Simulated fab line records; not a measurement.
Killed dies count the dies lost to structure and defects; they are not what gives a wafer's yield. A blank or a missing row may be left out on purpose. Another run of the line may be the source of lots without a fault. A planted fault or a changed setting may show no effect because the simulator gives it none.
Struck lot and sound lot, side by side :: flow nand_harc :: 13 out of 1302 route steps
Sound: these wafers, L585.2, L585.4, L585.5. Wafers struck: L587.1, L587.3, L587.5. At the end, the cause is stated.
Per side, at each step with rows, come the tool, then ch with its chambers, and then its first start. Under that, the readings that differ: sound wafers :: struck wafers :: difference of the means :: sigmas: that difference in standard deviations of wafers without a fault.
alike: a reading whose means differ by less than 2 such deviations, as well as words and numbers matching on both sides. not compared: withheld readings; readings where some wafer has no value; bounds like >300 that might hide an equal value; numbers whose values overlap and for which the record gives no deviation.
Wherever a step has rows on one side only, a row that says differs or no value, or a row with sigmas, the two part there. Non-overlapping numbers with no deviation appear without sigmas and do not part them. A reading missing from all wafers of one side parts the sides only when that side holds two or more wafers.

first, 1 step without rows for these wafers: NHARC_A_CHANNEL_FILL_D1_SRD_12.
NHARC_A_CHANNEL_FILL_D1_INSPECT_13:
  struck on defect_inspect-01, day 12 03:50; sound on defect_inspect-02, day 11 12:57
  alike: raw_defect_count
NHARC_A_DECK1_JOINT_ETCHBACK_07: etches the open film in HBr, target depth 105 nm, time 26.9 s.
  sound on rie_si-02 ch 0,1,3, day 11 13:02; struck on rie_si-02 ch 1,2,3, day 12 03:55
  alike: drypump_motor_current_A, oes_product_au, throttle_valve_pct
  not compared: rf_hours_counter_h
then, 7 steps without rows for these wafers: NHARC_A_DECK1_JOINT_ETCH_25 (etches SiO2 in dHF, target depth 0.5 nm); NHARC_A_DECK1_JOINT_ETCH_19 (etches poly-Si in TMAH, target depth 3 nm); NHARC_A_DECK1_JOINT_ETCH_18 (etches SiO2 in dHF, target depth 3 nm); NHARC_A_DECK1_JOINT_WET_08 (chemistry H3PO4, time 86 s); NHARC_A_DECK1_JOINT_ETCH_09 (etches SiO2 in dHF, target depth 5 nm); NHARC_A_DECK1_JOINT_WET_10 (chemistry H3PO4, time 86 s); NHARC_A_DECK1_JOINT_ETCH_11 (etches SiO2 in dHF, target depth 35 nm).
NHARC_A_DECK1_JOINT_CVD_12: deposits poly-Si, target thk 90 nm, time 1800 s.
  sound on lpcvd_poly-02 ch 0, day 11 20:18; struck on lpcvd_poly-04 ch 0, day 12 11:21
reading: spike_tc_bottom_C (C)
sound: 637.5 639.2 638.2
struck: 658.0 658.0 658.1
difference: +19.7
sigmas: +10

reading: spike_tc_centre_C (C)
sound: 621.0 620.5 620.5
struck: 637.9 635.4 636.6
difference: +16.0
sigmas: +15

reading: spike_tc_lower_C (C)
sound: 622.5 621.4 622.8
struck: 635.7 637.6 638.5
difference: +15.0
sigmas: +13

reading: spike_tc_top_C (C)
sound: 635.2 635.8 636.3
struck: 655.8 656.4 656.0
difference: +20.3
sigmas: +8

reading: spike_tc_upper_C (C)
sound: 624.1 622.1 621.4
struck: 633.4 633.6 634.9
difference: +11.4
sigmas: +8

reading: tube_center_temp_C (C)
sound: 620.07 619.97 620.02
struck: 636.2 636.01 636.02
difference: +16.1
sigmas: +99 or more
NHARC_A_DECK1_JOINT_CMP_13: polishes, target thk 51.023 nm.
  sound on cmp-02 ch 1,2,3, day 11 23:11; struck on cmp-04 ch 1,2,3, day 12 14:14
  alike: motor_current_A, time_to_endpoint_s
-- jump in the record: it breaks off in module A_DECK1_JOINT and resumes in module END (first step shown: number 1302 of the route), and 13 days separate the struck wafers' starts before and after --
NHARC_END_SORT_01:
  here the record holds rows for the struck wafers (prober-01 ch 0, day 25 09:07) but none for the sound ones

WHERE THEY PART
Last at NHARC_END_SORT_01 as far as this record goes, first at NHARC_A_DECK1_JOINT_CVD_12.

WHY: what the simulator had put in
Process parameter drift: lpcvd_poly-04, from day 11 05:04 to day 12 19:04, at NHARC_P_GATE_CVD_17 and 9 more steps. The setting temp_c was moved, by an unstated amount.
